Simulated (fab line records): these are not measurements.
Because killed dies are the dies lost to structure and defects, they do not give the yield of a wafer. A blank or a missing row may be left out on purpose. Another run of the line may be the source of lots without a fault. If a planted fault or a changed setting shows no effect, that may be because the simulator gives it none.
fab line records | flow nand_harc
record: lots: 13 wafers: 39 last_day: 23
route steps=1159 shown A_CONTACT@953 THIN_TSV@1118 END@1159
lots untouched by any fault: they come from a run of this same line in which no faults occurred
start_h: the number of hours between the record's first day and the start of the first shown wafer of the lot | wait_h: hours from the lot's prior step to this one | " the same as in the row above | L1.1+2: a row that stands for several wafers | - no value, or no start given | * or withheld: withheld | < > ~ a bound
route shown NAME@n: NAME is a module with steps in the file, n the number in the route of the first one | usual: mean/standard deviation of fault-free wafers | same: alike in all rows | chamber/n: place in a boat | sites: each site's reading | _std_site: their standard deviation | _edge_site: outer sites' mean less inner sites' | radius_mm: how far each site lies from the wafer's centre | mask NAME#n: copy n | behind: the last tool/chamber to shape the wafer | hold: what put the lot on hold/how long, in hours/how the hold closed | device: whichever transistor did not switch (one of n, p or np) | end of line: the same wafers' tests at the end of the route | for a step that has no rows: nothing shown but its recipe | killed: dies lost to structure and defects at the first sort, not the wafer's yield | map: per-die view of a wafer (x killed, . not killed, _ where there is no die)
set.NAME: setting as actually run; set.NAME@STEP: the setting as run at that earlier step | model.NAME: the simulator's own value behind a step, which no gauge read
a sample of lots followed through the steps of the route, with each step as a table and each wafer as a row
services: the hour from which a tool's chamber was out of use, counted from the record's first day as start_h (under 0 if before that day), plus the number of hours and why
== steps ==
step: NHARC_A_CONTACT_STRIP_108
recipe: cf4_flow_sccm: 100 chf3_flow_sccm: 30 ar_flow_sccm: 0 bias_w: 0 chemistry: CF4/CHF3
columns lot.wafer tool chamber start_h wait_h
L652.3+2+6 rie_diel-03 3,2,0 386.80 0.1
L654.2+4+5 rie_diel-03 2,3,0 391.49 0.1
L653.4+3+2 rie_diel-08 2,3,0 399.92 0.1
L656.1+2+5 rie_diel-06 3,1,0 405.19 0.1
L655.2+1+6 rie_diel-06 2,3,3 407.93 0.1
L657.1+3+6 rie_diel-03 3,0,2 410.54 0.1
L658.1+2+4 rie_diel-08 2,3,3 427.19 0.1
L659.1+4+5 rie_diel-03 0,0,1 440.78 0.1
L661.1+2+5 rie_diel-08 2,3,1 442.32 0.1
L662.4+2+5 rie_diel-06 3,0,2 453.12 0.1
L660.3+2+6 rie_diel-08 1,0,3 458.67 0.1
L663.2+6+5 rie_diel-03 0,3,0 464.36 0.1
L672.2+4+6 rie_diel-03 3,1,2 510.93 0.1
step: NHARC_THIN_TSV_DESCUM_14
recipe: time_s: 3 o2_flow_sccm: 200 ar_flow_sccm: 0 bias_power_w: 0 chemistry: O2
usual: drypump_motor_current_A: 5.7/0.36 oes_product_au: 1.001/0.0096 rf_vpp_V: 57.7/0.87 showerhead_plenum_p_Torr: 1.88/0.081 throttle_valve_pct: 11.312/0.0084
columns lot.wafer tool chamber start_h wait_h drypump_motor_current_A oes_product_au rf_hours_counter_h rf_vpp_V showerhead_plenum_p_Torr throttle_valve_pct
L652.2 rie_diel-02 2 419.73 - 5.5 0.998 5 57.6 2.01 11.317
L652.3 " 3 " " 5.4 1.001 4 57.3 1.89 11.327
L652.6 " 0 " " 5.0 1.025 - 59.2 1.82 11.318
L654.4 rie_diel-10 0 431.48 - 5.7 1.003 8 56.7 1.78 11.305
L654.2 " 2 " " 6.3 1.002 8 57.6 2.00 11.318
L654.5 " 3 " " 5.8 0.995 - 56.7 1.87 11.309
L653.4 rie_diel-10 2 438.97 - 6.3 0.994 9 59.1 2.00 11.306
L653.3 " 3 " " 5.8 1.003 9 57.9 1.87 11.307
L653.2 " 1 " " 5.7 1.002 9 57.4 1.86 11.313
L655.2 rie_diel-10 3 444.95 - 5.7 0.996 10 57.8 1.87 11.324
L655.1 " 2 " " 6.4 0.997 9 59.4 2.00 11.298
L655.6 " 3 " " 5.8 0.989 - 58.6 1.87 11.312
L656.1 rie_diel-10 3 446.28 - 5.8 1.006 10 57.2 1.87 11.300
L656.2 " 2 " " 6.3 1.002 10 59.7 2.00 11.301
L656.5 " 0 " " 5.7 1.015 - 56.2 1.78 11.301
L657.3 rie_diel-02 3 451.40 - 5.4 0.999 6 58.1 1.89 11.295
L657.1 " 0 " " 5.0 1.020 7 56.8 1.82 11.324
L657.6 " 2 " " 5.5 1.001 - 58.6 2.01 11.302
L658.1 rie_diel-02 3 478.77 - 5.4 0.993 7 58.9 1.88 11.303
L658.2 " 1 " " 6.2 0.976 8 59.0 1.79 11.307
L658.4 " 2 " " 5.5 0.993 8 59.4 2.01 11.297
L661.2 rie_diel-02 3 480.00 - 5.4 1.001 7 57.0 1.88 11.308
L661.1 " 0 " " 5.0 1.022 9 58.5 1.82 11.307
L661.5 " 0 " " 5.0 1.012 - 56.9 1.82 11.325
L659.1 rie_diel-07 0 481.31 - 5.6 1.005 3 56.3 1.81 11.313
L659.4 " 1 " " 5.6 0.987 4 57.6 2.01 11.314
L659.5 " 0 " " 5.7 0.997 - 57.0 1.81 11.312
L662.2 rie_diel-02 3 486.84 - 5.4 0.996 8 57.8 1.88 11.329
L662.5 " 3 " " 5.4 0.995 - 58.5 1.88 11.307
L662.4 " 0 " " 5.0 1.022 - 57.5 1.82 11.305
L660.2 rie_diel-10 3 491.90 - 5.8 1.007 15 57.2 1.87 11.304
L660.3 " 2 " " 6.3 1.012 14 58.8 1.99 11.309
L660.6 " 0 " " 5.8 1.009 - 57.8 1.77 11.313
L663.2 rie_diel-02 1 496.69 - 6.2 0.992 9 56.3 1.79 11.324
L663.6 " 2 " " 5.5 0.988 - 58.4 2.01 11.310
L663.5 " 3 " " 5.4 1.004 - 58.8 1.88 11.298
L672.4 rie_diel-10 0 541.49 - 5.8 0.991 0 58.2 1.77 11.314
L672.2 " 2 " " 6.3 0.997 0 58.3 1.99 11.325
L672.6 " 0 " " 5.7 0.992 - 57.9 1.77 11.316
step: NHARC_THIN_TSV_CMP_21
recipe: t_overpolish_s: 30 target_thk_nm: 2000
usual: edge_zone_pressure_frac: 1.000/0.0046 motor_current_A: 11.8/1.2 overpolish_run_s: 30.000/0.009
columns lot.wafer tool chamber start_h wait_h edge_zone_pressure_frac motor_current_A overpolish_run_s
L652.3 cmp-03 0 424.00 - 0.992 12.8 29.992
L652.2 " 1 " " 1.002 13.7 29.978
L652.6 " 2 " " 1.004 10.3 30.019
L654.4 cmp-02 2 435.61 - 0.998 14.1 30.004
L654.2 " 0 " " 1.001 11.2 30.010
L654.5 " 2 " " 1.001 13.9 29.998
L653.3 cmp-02 3 443.14 - 0.995 9.7 29.998
L653.2 " 0 " " 1.002 11.2 29.997
L653.4 " 1 " " 1.009 11.8 29.993
L655.2 cmp-04 1 449.23 - 0.998 11.9 30.017
L655.1 " 3 " " 0.998 11.6 29.989
L655.6 " 2 " " 0.998 12.5 29.991
L656.2 cmp-04 0 450.85 - 0.999 11.9 30.014
L656.1 " 1 " " 1.001 11.5 30.003
L656.5 " 2 " " 0.996 12.5 30.002
L657.3 cmp-03 2 455.97 - 0.994 10.7 29.985
L657.1 " 3 " " 0.998 11.8 29.982
L657.6 " 1 " " 0.995 13.7 30.016
L658.1 cmp-02 2 483.36 - 1.004 13.7 29.992
L658.2 " 3 " " 1.004 10.1 30.005
L658.4 " 1 " " 0.993 12.2 30.005
L661.1 cmp-02 1 484.39 - 0.995 11.8 30.004
L661.2 " 0 " " 1.004 11.4 30.003
L661.5 " 1 " " 0.995 11.6 30.007
L659.4 cmp-02 3 485.46 - 0.999 10.1 29.985
L659.1 " 2 " " 0.999 13.6 29.992
L659.5 " 0 " " 1.004 11.5 29.989
L662.4 cmp-03 2 491.13 - 1.005 10.4 30.000
L662.2 " 0 " " 1.008 12.1 30.015
L662.5 " 3 " " 0.994 11.9 29.984
L660.2 cmp-04 2 496.20 - 1.002 12.3 29.992
L660.3 " 3 " " 0.997 10.9 30.000
L660.6 " 2 " " 0.996 11.7 29.998
L663.2 cmp-02 0 500.85 - 1.004 11.1 30.008
L663.6 " 2 " " 1.002 14.0 30.003
L663.5 " 3 " " 1.003 9.7 30.003
L672.4 cmp-04 2 546.71 - 1.007 11.9 29.987
L672.2 " 1 " " 1.003 11.7 29.984
L672.6 " 2 " " 1.011 11.6 30.016
step: NHARC_THIN_TSV_ETCH_36
recipe: target_depth_a: 650 over_etch_frac: 0.3 time_s: 18.571 ion_energy_ev: 150 chemistry: Cl2/BCl3
usual: drypump_motor_current_A: 5.78/0.21 oes_product_au: 0.997/0.0074
columns lot.wafer tool chamber start_h wait_h drypump_motor_current_A oes_product_au rf_hours_counter_h
L652.2 rie_metal-03 1 425.96 0.2 5.80 0.986 5.3
L652.3 " 1 " " 5.80 1.001 -
L652.6 " 1 " " 5.83 0.996 -
L654.2 rie_metal-01 1 437.78 0.2 5.59 0.993 2.4
L654.4 " 0 " " 5.56 0.999 -
L654.5 " 1 " " 5.61 0.998 -
L653.2 rie_metal-02 0 445.31 0.2 5.68 1.015 1.5
L653.4 " 1 " " 5.91 0.999 -
L653.3 " 0 " " 5.68 1.002 -
L655.1 rie_metal-01 1 451.44 0.2 5.59 0.999 2.6
L655.2 " 0 " " 5.57 0.998 2.6
L655.6 " 0 " " 5.58 1.001 -
L656.1 rie_metal-03 0 452.81 0.2 6.23 1.002 5.8
L656.2 " 1 " " 5.83 0.996 5.8
L656.5 " 1 " " 5.83 0.989 -
L657.1 rie_metal-02 0 458.07 0.2 5.70 1.001 2.0
L657.3 " 1 " " 5.89 0.996 -
L657.6 " 0 " " 5.69 0.995 -
L658.2 rie_metal-01 1 485.50 0.2 5.60 1.001 3.4
L658.1 " 0 " " 5.56 0.987 3.4
L658.4 " 0 " " 5.56 0.995 -
L661.1 rie_metal-02 0 486.57 0.2 5.68 1.005 2.6
L661.2 " 1 " " 5.93 0.989 2.6
L661.5 " 1 " " 5.92 0.981 -
L659.1 rie_metal-03 0 487.49 0.2 6.23 0.989 0.7
L659.4 " 0 " " 6.21 0.995 -
L659.5 " 1 " " 5.82 1.007 -
L662.2 rie_metal-03 1 493.28 0.2 5.81 1.014 0.9
L662.4 " 0 " " 6.23 0.998 -
L662.5 " 0 " " 6.23 0.988 -
L660.2 rie_metal-01 0 498.34 0.2 5.56 1.007 3.7
L660.3 " 0 " " 5.54 1.006 -
L660.6 " 1 " " 5.60 1.001 -
L663.2 rie_metal-02 1 502.99 0.2 5.92 0.991 3.0
L663.5 " 1 " " 5.92 0.978 -
L663.6 " 0 " " 5.71 0.993 -
L672.2 rie_metal-02 1 548.74 0.2 5.90 0.977 4.8
L672.4 " 0 " " 5.68 0.985 -
L672.6 " 1 " " 5.90 0.998 -
step: NHARC_END_SORT_01
recipe: temp_c: 25
usual: killed_at_array: 27/9.9 killed_at_other: 0.6/0.84 killed_at_periphery: 3.7/2.5 killed_dies: 31/9.9 killed_open: 3.0/1.6 killed_short: 1.9/1.2
same: gross_dies: 677
columns lot.wafer tool chamber start_h wait_h killed_at_array killed_at_other killed_at_periphery killed_dies killed_open killed_short
L672.2 prober-01 0 559.18 2.8 33 2 7 42 5 1
L672.4 prober-01 0 560.82 3.5 39 0 8 47 2 3
L672.6 prober-01 0 562.46 4.1 119 2 7 128 2 3
killed by level:class
L672.2 A_CHANNEL_HOLE_D1:chamber_film_flake=20 A_CONTACT:chamber_film_flake=5 P_M0:chamber_film_flake=3 P_M2:chamber_film_flake=3 A_STAIRCASE:chamber_film_flake=3 A_WL_FILL:geometric_particle:open=2 THIN_TSV:chamber_film_flake=2 P_M0:geometric_particle:open=1
L672.4 A_CHANNEL_HOLE_D1:chamber_film_flake=27 A_STAIRCASE:chamber_film_flake=7 P_M2:chamber_film_flake=4 P_M0:chamber_film_flake=2 P_CONTACT:geometric_particle:open=1 A_CHANNEL_HOLE_D1:geometric_particle:short=1 A_CHANNEL_FILL_D1:geometric_particle:open=1 A_SGD_CUT:geometric_particle:short=1
L672.6 A_CONTACT:unspecified=80 A_CHANNEL_HOLE_D1:chamber_film_flake=24 A_STAIRCASE:chamber_film_flake=8 P_M2:chamber_film_flake=4 A_CHANNEL_HOLE_D1:geometric_particle:short=2 P_M0:chamber_film_flake=2 A_CONTACT:chamber_film_flake=2 THIN_TSV:chamber_film_flake=2
== services ==
columns tool chamber start_h hours kind
rie_diel-02 0 382.32 4.0 repair
rie_diel-02 3 383.00 14.7 repair
rie_metal-02 - 388.00 9.0 pm
rie_diel-03 - 392.49 9.0 pm
cmp-04 - 399.00 4.0 pm
rie_diel-08 3 412.25 7.3 repair
rie_metal-02 - 420.89 1.2 repair
cmp-02 - 422.50 4.0 pm
rie_diel-10 - 424.29 0.3 repair
rie_diel-08 0 425.33 4.7 repair
rie_diel-03 2 435.96 5.0 repair
rie_metal-03 - 453.00 9.0 pm
cmp-02 - 453.93 3.4 repair
rie_diel-08 2 457.24 16.9 repair
cmp-04 - 463.06 1.6 repair
rie_metal-01 1 467.62 1.3 repair
rie_diel-08 - 478.95 9.0 pm
cmp-04 - 497.00 4.0 pm
rie_diel-10 - 500.08 0.4 repair
rie_diel-08 0 501.98 4.2 repair
rie_diel-02 - 504.71 9.0 pm
rie_metal-01 - 509.00 9.0 pm
cmp-02 - 520.50 4.0 pm
rie_diel-10 - 530.59 9.0 pm
== key ==
first_sign: step: NHARC_END_SORT_01 reading: killed_dies direction: up sigmas: 9.7 usual: 31 struck: 128
effect: step: NHARC_END_SORT_01 reading: killed_at_array direction: up sigmas: 9.3 usual: 27 struck: 119
more_kills_born_at: NHARC_A_CONTACT_STRIP_108@rie_diel-03: 79
met_at NHARC_A_CONTACT_STRIP_108
struck_lots L672
struck_wafers L672.6
tester_left_out L672
not_acting_at NHARC_THIN_TSV_DESCUM_14,NHARC_THIN_TSV_CMP_21,NHARC_THIN_TSV_ETCH_36
onset_between 410.54 510.93
fault: kind: chamber_particle_source tool: rie_diel-03 chamber: 2 onset_h: 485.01 steps: NHARC_A_CONTACT_STRIP_108 rate_per_visit_cm2: 0.51184 end_h: 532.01
tester_left_out: of these lots the tester's yield and bins aren't shown, on N5 and GAA mostly nor the transistor test; their killed dies are dies lost to structure and defects alone, not to doping, threshold or leakage, so they don't give the yield
